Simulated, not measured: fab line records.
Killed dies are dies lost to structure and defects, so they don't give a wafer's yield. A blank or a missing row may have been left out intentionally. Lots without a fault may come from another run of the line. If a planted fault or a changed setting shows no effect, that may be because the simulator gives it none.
Which of the tools did it? | flow n5-finfet | 39 wafers from 13 lots sampled at 2 of the route's 1938 steps

WHAT THE GAUGES SHOWED, per wafer
N5_SD_EPI_N_INSPECT_26: inspects for defects (darkfield). Usual: raw-defect-count reads 196 (standard deviation 42).
lot  | measured    | on                | raw-defect-count | flag
L654 | day 3 06:22 | defect-inspect-01 | 234 187 189      |
L657 | day 3 23:21 | defect-inspect-02 | 189 187 149      |
L658 | day 4 04:28 | defect-inspect-02 | 189 170 199      |
L659 | day 4 13:14 | defect-inspect-02 | 212 198 200      |
L660 | day 4 22:32 | defect-inspect-02 | 183 210 182      |
L661 | day 4 22:53 | defect-inspect-01 | 205 188 254      |
L662 | day 5 06:47 | defect-inspect-02 | 227 162 304      |
L665 | day 6 08:28 | defect-inspect-01 | 159 146 121      |
L668 | day 7 00:37 | defect-inspect-01 | 204 362 246      |
L670 | day 7 05:49 | defect-inspect-01 | 248 134 168      |
L671 | day 7 14:40 | defect-inspect-01 | 308 254 250      |
L672 | day 7 17:49 | defect-inspect-01 | 148 173 156      |
L676 | day 8 19:59 | defect-inspect-02 | 202 196 204      |

WHICH TOOL RAN EACH LOT (tool, then ch and the chambers of the sampled wafers, then the start)
lot  | N5_SD_EPI_N_VAPOR_ETCH_50
L654 | epi-rpcvd-02 ch 0, day 3 03:54
L657 | epi-rpcvd-03 ch 0, day 3 20:39
L658 | epi-rpcvd-04 ch 0, day 4 01:20
L659 | epi-rpcvd-03 ch 0, day 4 10:50
L660 | epi-rpcvd-02 ch 0, day 4 20:04
L661 | epi-rpcvd-04 ch 0, day 4 20:26
L662 | epi-rpcvd-02 ch 0, day 5 04:20
L665 | epi-rpcvd-03 ch 0, day 6 06:05
L668 | epi-rpcvd-04 ch 0, day 6 21:32
L670 | epi-rpcvd-02 ch 0, day 7 03:22
L671 | epi-rpcvd-03 ch 0, day 7 11:47
L672 | epi-rpcvd-02 ch 0, day 7 13:48
L676 | epi-rpcvd-03 ch 0, day 8 17:32
- N5_SD_EPI_N_VAPOR_ETCH_50: etches Si in HCl, time 54 s.

AS READ BY THE TOOLS THEMSELVES (means over the sampled wafers that have a number; for cases with no such wafer, the mark the record gives instead)
N5_SD_EPI_N_VAPOR_ETCH_50. Usual: throttle-valve-pct reads 11.51 % (standard deviation 0.26).
lot  | tool         | throttle-valve-pct (%) | flag
L654 | epi-rpcvd-02 | 11.70                  |
L657 | epi-rpcvd-03 | 11.33                  |
L658 | epi-rpcvd-04 | 11.60                  |
L659 | epi-rpcvd-03 | 11.21                  |
L660 | epi-rpcvd-02 | 11.69                  |
L661 | epi-rpcvd-04 | 11.63                  |
L662 | epi-rpcvd-02 | 11.62                  |
L665 | epi-rpcvd-03 | 11.11                  |
L668 | epi-rpcvd-04 | 11.58                  |
L670 | epi-rpcvd-02 | 11.96                  |
L671 | epi-rpcvd-03 | 11.47                  |
L672 | epi-rpcvd-02 | 11.75                  |
L676 | epi-rpcvd-03 | 11.17                  |

THE ANSWER, worked out from the rows above alone
Rule: a lot counts as off when the mean over its wafers that have a number is more than 3 standard deviations away from the usual mean. Also off: a lot with no number at a reading for which 4 or more lots have one. The other lots that the step has rows for count as sound. First the gauges in route order, then the tools' own readings, where a lot's mean is used as printed above. At the first step where some lot is off, the reading lying furthest off is the one used; lots without a number count as furthest.
No lot is off at any reading shown: from this, nothing can be told.

WHAT THE SIMULATOR HAD INSERTED
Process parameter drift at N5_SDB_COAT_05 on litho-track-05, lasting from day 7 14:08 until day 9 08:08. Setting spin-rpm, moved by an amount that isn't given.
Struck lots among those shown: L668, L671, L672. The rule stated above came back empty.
